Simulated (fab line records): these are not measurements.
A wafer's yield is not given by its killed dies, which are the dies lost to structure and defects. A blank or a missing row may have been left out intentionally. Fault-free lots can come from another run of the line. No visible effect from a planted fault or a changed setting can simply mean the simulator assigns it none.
fab line records | flow n5_finfet | part 2 of 2: steps 5 to 6 of 6
record lots=21 | wafers=63 | last_day=18
route steps=1938 shown BEOL_M3@1013 BEOL_M4@1039
lots untouched by any fault: they come from a run of this same line in which no faults occurred
start_h: hours from the record's first day to the start of the lot's first wafer shown | wait_h: time in hours since the lot's previous step | " the same as in the row above | L1.1+2: one row covering several wafers at once | - value missing, or start not given | * or withheld: withheld | < > ~ a bound
route shown NAME@n: names a module that has steps shown in the file, with the first one's number in the route | usual: mean and standard deviation over wafers with no fault | same: alike in all rows | chamber/n: place in a boat | sites: per-site readings | _std_site: their standard deviation | _edge_site: outer sites' mean less inner sites' | radius_mm: how far each site lies from the wafer's centre | mask NAME#n: copy n | behind: the tool/chamber that last shaped the wafer | hold: cause of the lot's hold/its duration in hours/its outcome | device: which transistor (n, p or np) failed to switch | end of line: at the end of the route, the tests of the same wafers | step lacking rows: just its recipe | killed: not the wafer's yield, but the dies lost to structure and defects at the first sort | map: a wafer's dies, marking killed ones x, the rest . and places with no die _
set.NAME: setting as actually run; set.NAME@STEP: the setting as run at that earlier step | model.NAME: the simulator's own value behind a step, which no gauge read
steps of the route over a sample of lots; a table a step, a row a wafer
services: a tool's chamber out of use, with start hour (start_h, from the record's first day; less than 0 if before it), hours out, and reason
## steps
# step N5_BEOL_M4_ETCH_77
# recipe chemistry=N2/H2 | target=underlayer | target_depth_a=65 | mask_material=CAR-EUV | time_s=5.2 | ion_energy_ev=200 | pressure_mtorr=30 | source_w=840 | bias_w=150 | n2_flow_sccm=200 | h2_flow_sccm=200 | ends=cleared
# usual drypump_motor_current_A=5.8/0.36 | etch_rf_on_time_s=5.26/0.11 | oes_product_au=0.66/0.076 | rf_vpp_V=525.8/1.8 | showerhead_plenum_p_Torr=2.60/0.047 | throttle_valve_pct=17.79/0.25
lot.wafer | tool        | chamber | start_h | wait_h | drypump_motor_current_A | etch_rf_on_time_s | oes_product_au | rf_hours_counter_h | rf_vpp_V | showerhead_plenum_p_Torr | throttle_valve_pct
L074.4    | rie_diel-05 | 0       | 162.79  | 0.0    | 5.6                     | 5.25              | 0.65           | 157                | 527.2    | 2.66                     | 17.86
L074.5    | "           | 1       | "       | "      | 6.1                     | 5.43              | 0.58           | -                  | 525.0    | 2.63                     | 17.92
L074.6    | "           | 2       | "       | "      | 5.9                     | 5.24              | 0.61           | -                  | 526.2    | 2.62                     | 17.45
L075.2    | rie_diel-01 | 0       | 168.24  | 0.0    | 5.5                     | 5.21              | 0.59           | 238                | 527.6    | 2.59                     | 17.77
L075.3    | "           | 2       | "       | "      | 5.9                     | 5.31              | 0.58           | 239                | 527.8    | 2.61                     | 17.74
L075.4    | "           | 3       | "       | "      | 5.7                     | 5.16              | 0.76           | 35                 | 525.7    | 2.58                     | 18.01
L077.1    | rie_diel-05 | 1       | 188.55  | 0.0    | 6.1                     | 5.38              | 0.58           | 201                | 525.5    | 2.63                     | 17.95
L077.2    | "           | 2       | "       | "      | 5.9                     | 5.32              | 0.61           | 216                | 525.3    | 2.61                     | 17.50
L077.4    | "           | 0       | "       | "      | 5.5                     | 5.25              | 0.65           | 165                | 527.6    | 2.65                     | 17.87
L078.1    | rie_diel-01 | 1       | 200.01  | 0.0    | 6.1                     | 5.31              | 0.64           | 140                | 527.7    | 2.66                     | 17.77
L078.2    | "           | 3       | "       | "      | 5.7                     | 5.09              | 0.75           | 46                 | 526.9    | 2.58                     | 18.05
L078.4    | "           | 0       | "       | "      | 5.5                     | 5.27              | 0.58           | 248                | 526.1    | 2.59                     | 17.77
L080.2    | rie_diel-05 | 3       | 202.08  | 0.0    | 6.1                     | 5.25              | 0.59           | 206                | 524.8    | 2.64                     | 18.01
L080.4    | "           | 0       | "       | "      | 5.6                     | 5.26              | 0.65           | 171                | 526.2    | 2.65                     | 17.89
L080.5    | "           | 3       | "       | "      | 6.1                     | 5.32              | 0.60           | -                  | 527.2    | 2.64                     | 18.02
L079.1    | rie_diel-05 | 1       | 202.33  | 0.0    | 6.1                     | 5.38              | 0.58           | 207                | 526.0    | 2.63                     | 17.95
L079.4    | "           | 3       | "       | "      | 6.1                     | 5.25              | 0.60           | 206                | 526.2    | 2.64                     | 18.01
L079.5    | "           | 1       | "       | "      | 6.1                     | 5.38              | 0.57           | -                  | 526.4    | 2.63                     | 17.95
L081.3    | rie_diel-01 | 0       | 203.48  | 0.0    | 5.5                     | 5.30              | 0.57           | 249                | 525.7    | 2.59                     | 17.81
L081.5    | "           | 1       | "       | "      | 6.0                     | 5.19              | 0.65           | -                  | 526.7    | 2.66                     | 17.77
L081.6    | "           | 3       | "       | "      | 5.8                     | 5.10              | 0.74           | -                  | 527.3    | 2.58                     | 18.05
L082.2    | rie_diel-05 | 2       | 214.53  | 0.0    | 5.9                     | 5.36              | 0.61           | 223                | 526.7    | 2.61                     | 17.50
L082.3    | "           | 0       | "       | "      | 5.6                     | 5.28              | 0.63           | 176                | 526.5    | 2.65                     | 17.89
L082.6    | "           | 0       | "       | "      | 5.5                     | 5.27              | 0.64           | -                  | 526.0    | 2.65                     | 17.90
L084.4    | rie_diel-01 | 1       | 244.06  | 0.0    | 6.1                     | 5.27              | 0.63           | 163                | 525.0    | 2.65                     | 17.78
L084.5    | "           | 1       | "       | "      | 6.1                     | 5.30              | 0.63           | -                  | 529.0    | 2.65                     | 17.80
L084.6    | "           | 2       | "       | "      | 5.9                     | 5.24              | 0.80           | -                  | 527.3    | 2.60                     | 17.33
L086.1    | rie_diel-04 | 3       | 245.38  | 0.0    | 4.9                     | 5.15              | 0.69           | 115                | 520.7    | 2.45                     | 17.99
L086.3    | "           | 2       | "       | "      | 5.0                     | 5.39              | 0.72           | 43                 | 526.3    | 2.59                     | 17.96
L086.5    | "           | 2       | "       | "      | 5.0                     | 5.42              | 0.73           | -                  | 524.9    | 2.59                     | 17.96
L085.3    | rie_diel-05 | 0       | 247.57  | 0.0    | 5.6                     | 5.25              | 0.63           | 189                | 526.1    | 2.64                     | 17.90
L085.5    | "           | 3       | "       | "      | 6.1                     | 5.26              | 0.58           | -                  | 526.8    | 2.63                     | 18.06
L085.6    | "           | 2       | "       | "      | 5.9                     | 5.25              | 0.59           | -                  | 527.3    | 2.60                     | 17.53
L088.2    | rie_diel-01 | 1       | 250.62  | 0.0    | 6.0                     | 5.33              | 0.62           | 165                | 525.6    | 2.65                     | 17.80
L088.3    | "           | 3       | "       | "      | 5.7                     | 5.16              | 0.73           | 62                 | 526.2    | 2.57                     | 18.09
L088.6    | "           | 1       | "       | "      | 6.0                     | 5.30              | 0.62           | -                  | 523.2    | 2.65                     | 17.84
L087.1    | rie_diel-01 | 0       | 253.54  | 0.0    | 5.5                     | 5.16              | 0.82           | 4                  | 524.1    | 2.58                     | 17.39
L087.3    | "           | 1       | "       | "      | 6.1                     | 5.26              | 0.63           | 166                | 526.9    | 2.65                     | 17.81
L087.4    | "           | 3       | "       | "      | 5.8                     | 5.09              | 0.72           | 63                 | 522.9    | 2.57                     | 18.07
L090.3    | rie_diel-01 | 3       | 255.31  | 0.0    | 5.8                     | 5.16              | 0.72           | 64                 | 524.3    | 2.57                     | 18.09
L090.4    | "           | 2       | "       | "      | 5.9                     | 5.33              | 0.78           | 17                 | 526.7    | 2.60                     | 17.37
L090.5    | "           | 1       | "       | "      | 6.0                     | 5.41              | 0.62           | -                  | 526.0    | 2.65                     | 17.82
L091.1    | rie_diel-04 | 3       | 259.34  | 0.0    | 4.9                     | 5.08              | 0.68           | 120                | 520.2    | 2.44                     | 18.00
L091.3    | "           | 0       | "       | "      | 6.7                     | 5.12              | 0.70           | 85                 | 527.7    | 2.66                     | 17.40
L091.6    | "           | 1       | "       | "      | 5.7                     | 5.15              | 0.65           | -                  | 524.1    | 2.53                     | 17.60
L089.1    | rie_diel-05 | 2       | 263.30  | 0.0    | 5.9                     | 5.30              | 0.60           | 242                | 524.9    | 2.60                     | 17.53
L089.2    | "           | 0       | "       | "      | 5.5                     | 5.22              | 0.63           | 196                | 526.8    | 2.64                     | 17.92
L089.4    | "           | 3       | "       | "      | 6.1                     | 5.30              | 0.58           | 229                | 524.0    | 2.63                     | 18.03
L092.3    | rie_diel-05 | 1       | 275.93  | 0.0    | 6.1                     | 5.51              | 0.56           | 235                | 526.1    | 2.62                     | 18.01
L092.4    | "           | 3       | "       | "      | 6.1                     | 5.31              | 0.58           | 232                | 524.5    | 2.63                     | 18.05
L092.5    | "           | 0       | "       | "      | 5.6                     | 5.39              | 0.61           | -                  | 527.7    | 2.64                     | 17.92
L093.1    | rie_diel-01 | 3       | 293.99  | 0.0    | 5.8                     | 5.08              | 0.71           | 80                 | 523.8    | 2.56                     | 18.12
L093.4    | "           | 1       | "       | "      | 6.0                     | 5.25              | 0.61           | 180                | 527.4    | 2.65                     | 17.84
L093.6    | "           | 3       | "       | "      | 5.7                     | 5.05              | 0.72           | -                  | 527.4    | 2.57                     | 18.12
L094.1    | rie_diel-01 | 3       | 296.88  | 0.0    | 5.8                     | 5.12              | 0.70           | 81                 | 522.8    | 2.56                     | 18.12
L094.5    | "           | 0       | "       | "      | 5.5                     | 5.13              | 0.77           | -                  | 524.9    | 2.57                     | 17.40
L094.6    | "           | 3       | "       | "      | 5.7                     | 5.13              | 0.71           | -                  | 525.4    | 2.56                     | 18.12
L096.1    | rie_diel-04 | 2       | 303.18  | 0.0    | 5.0                     | 5.39              | 0.71           | 63                 | 526.0    | 2.58                     | 18.00
L096.3    | "           | 3       | "       | "      | 4.9                     | 5.05              | 0.68           | 135                | 521.8    | 2.44                     | 18.02
L096.6    | "           | 2       | "       | "      | 5.0                     | 5.38              | 0.72           | -                  | 524.4    | 2.58                     | 17.98
L097.1    | rie_diel-05 | 0       | 306.70  | 0.0    | 5.6                     | 5.32              | 0.61           | 210                | 526.9    | 2.63                     | 17.94
L097.2    | "           | 3       | "       | "      | 6.1                     | 5.29              | 0.58           | 243                | 526.2    | 2.62                     | 18.09
L097.4    | "           | 1       | "       | "      | 6.1                     | 5.51              | 0.55           | -                  | 527.1    | 2.61                     | 18.01
# step N5_BEOL_M4_STRIP_97
# recipe chemistry=N2/H2 | time_s=10 | power_w=450 | temp_c=40 | pressure_mtorr=20 | rf_frequency_hz=6e+07 | bias_power_w=7 | n2_flow_sccm=200 | h2_flow_sccm=200
# usual drypump_motor_current_A=5.7/0.47 | oes_product_au=0.81/0.091 | rf_vpp_V=59.3/0.84 | showerhead_plenum_p_Torr=2.59/0.056 | throttle_valve_pct=23.5/0.36
lot.wafer | tool        | chamber | start_h | wait_h | drypump_motor_current_A | oes_product_au | rf_hours_counter_h | rf_vpp_V | showerhead_plenum_p_Torr | throttle_valve_pct
L074.4    | rie_diel-01 | 1       | -       | -      | 6.1                     | 0.77           | 134                | 58.1     | 2.66                     | 23.6
L074.5    | "           | 3       | "       | "      | 5.8                     | 0.88           | -                  | 59.9     | 2.58                     | 24.0
L074.6    | "           | 2       | "       | "      | 5.9                     | 0.69           | -                  | 59.0     | 2.61                     | 23.4
L075.2    | rie_diel-04 | 0       | -       | -      | 6.7                     | 0.86           | 53                 | 59.2     | 2.67                     | 23.0
L075.3    | "           | 3       | "       | "      | 4.9                     | 0.83           | 88                 | 58.0     | 2.45                     | 23.8
L075.4    | "           | 3       | "       | "      | 4.9                     | 0.83           | -                  | 59.4     | 2.45                     | 23.8
L077.1    | rie_diel-01 | 3       | -       | -      | 5.8                     | 0.87           | 43                 | 59.5     | 2.58                     | 24.0
L077.2    | "           | 0       | "       | "      | 5.5                     | 0.68           | 246                | 58.9     | 2.59                     | 23.3
L077.4    | "           | 2       | "       | "      | 5.9                     | 0.69           | 247                | 59.5     | 2.61                     | 23.4
L078.1    | rie_diel-01 | 1       | -       | -      | 6.1                     | 0.78           | 141                | 60.4     | 2.66                     | 23.6
L078.2    | "           | 3       | "       | "      | 5.8                     | 0.86           | 47                 | 58.5     | 2.57                     | 24.0
L078.4    | "           | 3       | "       | "      | 5.8                     | 0.87           | -                  | 59.0     | 2.57                     | 24.0
L080.2    | rie_diel-04 | 1       | -       | -      | 5.7                     | 0.77           | 127                | 59.6     | 2.53                     | 23.3
L080.4    | "           | 2       | "       | "      | 5.0                     | 0.92           | 26                 | 59.2     | 2.59                     | 23.9
L080.5    | "           | 0       | "       | "      | 6.7                     | 0.85           | -                  | 60.0     | 2.67                     | 23.0
L079.1    | rie_diel-05 | 0       | -       | -      | 5.5                     | 0.76           | 173                | 60.5     | 2.64                     | 23.6
L079.4    | "           | 1       | "       | "      | 6.1                     | 0.69           | 209                | 58.6     | 2.62                     | 23.6
L079.5    | "           | 0       | "       | "      | 5.6                     | 0.76           | -                  | 60.0     | 2.64                     | 23.6
L081.3    | rie_diel-01 | 2       | -       | -      | 5.9                     | 1.02           | 1                  | 59.4     | 2.60                     | 23.2
L081.5    | "           | 0       | "       | "      | 5.5                     | 0.66           | -                  | 58.3     | 2.58                     | 23.3
L081.6    | "           | 2       | "       | "      | 5.9                     | 1.01           | -                  | 60.8     | 2.60                     | 23.2
L082.2    | rie_diel-01 | 2       | -       | -      | 5.9                     | 0.99           | 2                  | 58.1     | 2.60                     | 23.2
L082.3    | "           | 0       | "       | "      | 5.5                     | 0.67           | 260                | 58.7     | 2.58                     | 23.3
L082.6    | "           | 2       | "       | "      | 5.9                     | 0.99           | -                  | 58.8     | 2.60                     | 23.2
L084.4    | rie_diel-01 | 3       | -       | -      | 5.8                     | 0.85           | 61                 | 59.5     | 2.57                     | 24.0
L084.5    | "           | 2       | "       | "      | 5.9                     | 0.95           | -                  | 59.7     | 2.60                     | 23.2
L084.6    | "           | 1       | "       | "      | 6.1                     | 0.74           | -                  | 58.6     | 2.65                     | 23.6
L086.1    | rie_diel-04 | 2       | -       | -      | 5.0                     | 0.88           | 44                 | 59.9     | 2.58                     | 23.9
L086.3    | "           | 1       | "       | "      | 5.7                     | 0.76           | 145                | 59.2     | 2.53                     | 23.3
L086.5    | "           | 1       | "       | "      | 5.7                     | 0.76           | -                  | 59.0     | 2.53                     | 23.3
L085.3    | rie_diel-04 | 1       | -       | -      | 5.7                     | 0.75           | 146                | 59.1     | 2.53                     | 23.3
L085.5    | "           | 3       | "       | "      | 4.9                     | 0.81           | -                  | 57.5     | 2.44                     | 23.8
L085.6    | "           | 2       | "       | "      | 5.0                     | 0.88           | -                  | 60.3     | 2.58                     | 23.9
L087.1    | rie_diel-01 | 2       | -       | -      | 5.8                     | 0.93           | 19                 | 59.6     | 2.60                     | 23.2
L087.3    | "           | 0       | "       | "      | 5.5                     | 0.94           | 7                  | 59.7     | 2.58                     | 23.0
L087.4    | "           | 1       | "       | "      | 6.1                     | 0.74           | 169                | 58.6     | 2.65                     | 23.7
L088.2    | rie_diel-04 | 3       | -       | -      | 4.9                     | 0.80           | 121                | 58.3     | 2.44                     | 23.8
L088.3    | "           | 1       | "       | "      | 5.7                     | 0.75           | 151                | 59.4     | 2.52                     | 23.3
L088.6    | "           | 0       | "       | "      | 6.7                     | 0.83           | -                  | 59.5     | 2.66                     | 23.1
L090.3    | rie_diel-04 | 2       | -       | -      | 5.0                     | 0.88           | 51                 | 59.5     | 2.58                     | 23.9
L090.4    | "           | 3       | "       | "      | 4.9                     | 0.80           | -                  | 58.5     | 2.44                     | 23.8
L090.5    | "           | 0       | "       | "      | 6.7                     | 0.83           | -                  | 60.1     | 2.66                     | 23.0
L091.1    | rie_diel-05 | 2       | -       | -      | 5.9                     | 0.70           | 243                | 58.3     | 2.60                     | 23.2
L091.3    | "           | 1       | "       | "      | 6.0                     | 0.67           | 233                | 58.7     | 2.61                     | 23.6
L091.6    | "           | 3       | "       | "      | 6.1                     | 0.68           | -                  | 59.7     | 2.62                     | 23.9
L089.1    | rie_diel-05 | 3       | -       | -      | 6.1                     | 0.70           | 231                | 59.7     | 2.62                     | 23.9
L089.2    | "           | 1       | "       | "      | 6.1                     | 0.68           | 235                | 59.4     | 2.61                     | 23.6
L089.4    | "           | 0       | "       | "      | 5.6                     | 0.74           | 199                | 59.3     | 2.63                     | 23.6
L092.3    | rie_diel-01 | 1       | -       | -      | 6.1                     | 0.74           | 180                | 58.9     | 2.64                     | 23.7
L092.4    | "           | 2       | "       | "      | 5.8                     | 0.90           | 30                 | 59.2     | 2.59                     | 23.2
L092.5    | "           | 0       | "       | "      | 5.5                     | 0.90           | -                  | 60.5     | 2.57                     | 23.0
L094.1    | rie_diel-01 | 1       | -       | -      | 6.1                     | 0.73           | 182                | 60.0     | 2.64                     | 23.7
L094.5    | "           | 3       | "       | "      | 5.8                     | 0.81           | -                  | 59.9     | 2.56                     | 24.1
L094.6    | "           | 0       | "       | "      | 5.5                     | 0.90           | -                  | 60.6     | 2.57                     | 23.0
L093.1    | rie_diel-01 | 1       | -       | -      | 6.0                     | 0.72           | 187                | 61.7     | 2.64                     | 23.7
L093.4    | "           | 3       | "       | "      | 5.8                     | 0.81           | 87                 | 59.6     | 2.56                     | 24.1
L093.6    | "           | 3       | "       | "      | 5.8                     | 0.81           | -                  | 60.6     | 2.56                     | 24.1
L096.1    | rie_diel-05 | 3       | -       | -      | 6.1                     | 0.67           | 247                | 59.2     | 2.61                     | 23.9
L096.3    | "           | 0       | "       | "      | 5.6                     | 0.72           | 215                | 58.3     | 2.63                     | 23.6
L096.6    | "           | 3       | "       | "      | 6.1                     | 0.67           | -                  | 59.6     | 2.62                     | 23.9
L097.1    | rie_diel-01 | 3       | -       | -      | 5.8                     | 0.81           | 88                 | 58.5     | 2.56                     | 24.1
L097.2    | "           | 2       | "       | "      | 5.9                     | 0.89           | 40                 | 59.7     | 2.59                     | 23.2
L097.4    | "           | 0       | "       | "      | 5.6                     | 0.89           | 27                 | 58.3     | 2.57                     | 23.0
## services
tool        | chamber | start_h | hours | kind
rie_diel-05 | 3       | 143.24  | 5.5   | repair
rie_diel-05 | -       | 156.81  | 0.4   | repair
rie_diel-04 | 1       | 158.29  | 13.6  | repair
rie_diel-01 | 1       | 172.75  | 9.3   | repair
cmp-01      | -       | 176.62  | 2.9   | repair
rie_diel-05 | 2       | 195.63  | 4.7   | repair
rie_diel-01 | 2       | 202.29  | -     | clean
rie_diel-01 | 2       | 202.29  | -     | consumable_replace:focus_ring
rie_diel-01 | 2       | 202.29  | 15.4  | scheduled_down
rie_diel-01 | 2       | 202.29  | 15.4  | vent_cycle
cmp-03      | -       | 223.70  | 0.5   | repair
cmp-03      | -       | 228.34  | 5.3   | pm
rie_diel-01 | 0       | 230.54  | -     | clean
rie_diel-01 | 0       | 230.54  | -     | consumable_replace:focus_ring
cmp-04      | -       | 231.82  | 1.6   | repair
cmp-03      | -       | 258.86  | 7.2   | repair
rie_diel-04 | 1       | 265.53  | 7.1   | repair
cmp-04      | -       | 266.31  | 4.0   | pm
cmp-03      | -       | 267.94  | 1.7   | repair
cmp-04      | -       | 284.64  | 4.7   | pm
rie_diel-05 | -       | 290.29  | 1.3   | repair
rie_diel-05 | 2       | 291.99  | -     | clean
rie_diel-05 | 2       | 291.99  | -     | consumable_replace:focus_ring
rie_diel-04 | 0       | 298.79  | 14.6  | repair
